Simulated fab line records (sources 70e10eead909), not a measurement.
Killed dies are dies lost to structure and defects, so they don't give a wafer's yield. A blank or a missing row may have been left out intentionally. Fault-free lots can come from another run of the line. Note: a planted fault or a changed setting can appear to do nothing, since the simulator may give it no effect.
Comparing a struck lot with a sound one + flow nand_harc + 12 out of 1302 route steps
Sound: these wafers, L295.3, L295.5, L295.6. Struck: wafers L300.1, L300.3. (L300.4 of the same lot was not struck and is left out.) The cause comes at the end.
Each step with rows lists, per side, the tool, then ch with its chambers, then its first start. Under that, the readings that differ: sound wafers + struck wafers + difference of the means + sigmas: that difference in standard deviations of wafers without a fault.
alike: readings whose means differ by less than 2 such deviations, and words and numbers that are the same on both sides. not compared: withheld readings, readings that some wafer has no value for, bounds like >300 that may hide the same value, and numbers for which the record gives no deviation and whose values overlap.
The two part at a step that has a row with sigmas, a row that says differs or no value, or rows on one side only. Numbers that have no deviation but don't overlap get no sigmas and don't part them. A reading that every wafer of one side lacks parts them only if that side has two wafers or more.

NHARC_A_SLIT_ETCH_29: etches the open film in CF4/O2, target depth 100 nm, overetch 10 nm, time 55 s.
  sound on rie_diel-03 ch 0,1,2, day 21 15:43; struck on rie_diel-13 ch 1,2, day 24 04:52
  alike: chamber_pressure_mTorr, drypump_motor_current_A, oes_product_au, rf_vpp_V, showerhead_plenum_p_Torr, throttle_valve_pct
  not compared: rf_hours_counter_h
NHARC_A_SLIT_STRIP_18: strips in O2.
  sound: rie_diel-03 ch 0,1,2; struck: rie_diel-13 ch 0,2
  alike: chamber_pressure_mTorr, drypump_motor_current_A, oes_product_au, rf_vpp_V, showerhead_plenum_p_Torr, throttle_valve_pct
  not compared: rf_hours_counter_h
then, 2 steps without rows for these wafers: NHARC_A_SLIT_PRECLEAN_19 (cleans in SC1); NHARC_A_SLIT_SRD_20.
NHARC_A_SLIT_CD_MEAS_21:
  sound: cd_sem-01 at day 21 16:14; struck: cd_sem-03 at day 24 05:25
  alike: cd_nm
then, 3 steps without rows for these wafers: NHARC_A_SIN_REMOVE_WET_00 (chemistry H3PO4, time 15300 s); NHARC_A_SIN_REMOVE_PRECLEAN_01 (cleans in SC1); NHARC_A_SIN_REMOVE_SRD_02.
NHARC_A_SIN_REMOVE_INSPECT_04:
  sound: defect_inspect-01 at day 21 22:41; struck: defect_inspect-02 at day 24 12:05
  alike: raw_defect_count
NHARC_A_WL_FILL_ALD_00: deposits Al2O3, target thk 3 nm, pulse time 3 s, ald cycles 30.
  sound on ald_hk-04 ch 0,1,3, day 21 22:50; struck on ald_hk-04 ch 0,3, day 24 12:11
  alike: heater_power_w, precursor_pulse_height_rel
  not compared: ald_cycles
NHARC_A_WL_FILL_RTA_01: time 5 s.
  sound on rtp_anneal-01 ch 0, day 21 23:04; struck on rtp_anneal-02 ch 0, day 24 12:25
| reading             | sound                | struck        | difference | sigmas |
|---------------------|----------------------|---------------|------------|--------|
| lamp_power_pct (%)  | 31.8 31.8 31.8       | 29.2 29.1     | -2.7       | -2     |
| lamp_zone_1_pct (%) | 31.8 31.8 31.8       | 29.1 29.0     | -2.8       | -2     |
| lamp_zone_5_pct (%) | 31.8 31.8 31.8       | 29.1 29.1     | -2.7       | -2     |
| lamp_zone_6_pct (%) | 31.8 31.7 31.7       | 29.0 29.0     | -2.7       | -2     |
| wafer_temp_C_max    | 1009.3 1010.7 1007.7 | 1006.0 1006.2 | -3.1       | -2     |
NHARC_A_WL_FILL_ALD_02: deposits TiN, target thk 2 nm, pulse time 3 s, ald cycles 100.
  sound on ald_metal-01 ch 0,2,3, day 21 23:20; struck on ald_metal-02 ch 1,2, day 24 12:40
| reading    | sound       | struck | difference | sigmas |
|------------|-------------|--------|------------|--------|
| ald_cycles | 100 100 100 | 50 50  | -50        |        |
  alike: heater_power_w, precursor_pulse_height_rel

## WHERE THEY PART
Within this record, at NHARC_A_WL_FILL_RTA_01 only. Later steps at which nothing parts them and some readings are alike: NHARC_A_WL_FILL_ALD_02.

WHY: what had been put in by the simulator
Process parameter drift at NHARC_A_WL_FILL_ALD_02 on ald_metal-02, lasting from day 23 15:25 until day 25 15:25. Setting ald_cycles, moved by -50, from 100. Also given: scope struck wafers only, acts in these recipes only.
